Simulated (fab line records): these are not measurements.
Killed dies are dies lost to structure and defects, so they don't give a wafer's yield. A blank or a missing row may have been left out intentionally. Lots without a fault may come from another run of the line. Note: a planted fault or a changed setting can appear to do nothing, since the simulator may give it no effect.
Matching of chambers / flow nand_harc / NHARC_A_M1_DEP_33 on pecvd-04: 3 sister chambers
The step deposits SiCN, target thk 30 nm. 20 wafers are shown with their chamber, then 10 later ones without.

WAFERS, EACH WITH ITS CHAMBER
wafer=L075.3; chamber=1; heater_power_w (W)=497
wafer=L075.4; chamber=2; heater_power_w (W)=515
wafer=L075.6; chamber=1; heater_power_w (W)=498
wafer=L077.2; chamber=0; heater_power_w (W)=537
wafer=L077.3; chamber=2; heater_power_w (W)=491
wafer=L077.5; chamber=2; heater_power_w (W)=513
wafer=L078.1; chamber=2; heater_power_w (W)=409
wafer=L078.4; chamber=2; heater_power_w (W)=417
wafer=L078.5; chamber=0; heater_power_w (W)=467
wafer=L080.3; chamber=2; heater_power_w (W)=466
wafer=L080.5; chamber=0; heater_power_w (W)=497
wafer=L080.6; chamber=1; heater_power_w (W)=535
wafer=L079.2; chamber=2; heater_power_w (W)=422
wafer=L079.5; chamber=2; heater_power_w (W)=401
wafer=L079.6; chamber=0; heater_power_w (W)=517
wafer=L082.1; chamber=1; heater_power_w (W)=586
wafer=L082.4; chamber=2; heater_power_w (W)=427
wafer=L082.6; chamber=0; heater_power_w (W)=490
wafer=L086.1; chamber=1; heater_power_w (W)=524
wafer=L086.3; chamber=2; heater_power_w (W)=528

SIGNATURES (means of the wafers above)
reading=heater_power_w; chamber 0=501.60; chamber 1=528.00; chamber 2=458.90; scatter within a chamber=42
Rule: a wafer lies at a distance from a chamber equal to the root of the sum of squares, over the readings, of (its reading less the chamber's mean, divided by the reading's scatter). The wafer belongs to the nearest chamber; if the next one is less than 2 further off, it can't be placed. How the scatter is found: for the shown wafers, subtract from each reading the mean of its chamber, square and add these, divide the total by (wafers less chambers), then take the root.

WAFERS WITH NO CHAMBER GIVEN
wafer=L086.4; heater_power_w (W)=488
wafer=L093.2; heater_power_w (W)=489
wafer=L093.3; heater_power_w (W)=479
wafer=L093.6; heater_power_w (W)=497
wafer=L094.4; heater_power_w (W)=418
wafer=L094.5; heater_power_w (W)=512
wafer=L094.6; heater_power_w (W)=468
wafer=L096.3; heater_power_w (W)=610
wafer=L096.4; heater_power_w (W)=600
wafer=L096.5; heater_power_w (W)=549

WHICH CHAMBER EACH WENT THROUGH
wafer=L086.4; from the rows above=can't be placed: 0 or 2 or 1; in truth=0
wafer=L093.2; from the rows above=can't be placed: 0 or 2 or 1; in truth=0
wafer=L093.3; from the rows above=can't be placed: 2 or 0 or 1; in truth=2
wafer=L093.6; from the rows above=can't be placed: 0 or 1 or 2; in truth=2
wafer=L094.4; from the rows above=can't be placed: 2 or 0 or 1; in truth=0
wafer=L094.5; from the rows above=can't be placed: 0 or 1 or 2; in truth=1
wafer=L094.6; from the rows above=can't be placed: 2 or 0 or 1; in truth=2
wafer=L096.3; from the rows above=can't be placed: 1 or 0 or 2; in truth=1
wafer=L096.4; from the rows above=can't be placed: 1 or 0 or 2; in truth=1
wafer=L096.5; from the rows above=can't be placed: 1 or 0 or 2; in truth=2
Correctly placed: 0 of 10. From these rows, 10 cannot be placed; in 10 the true chamber is one of the candidates. Number placed wrongly: 0.
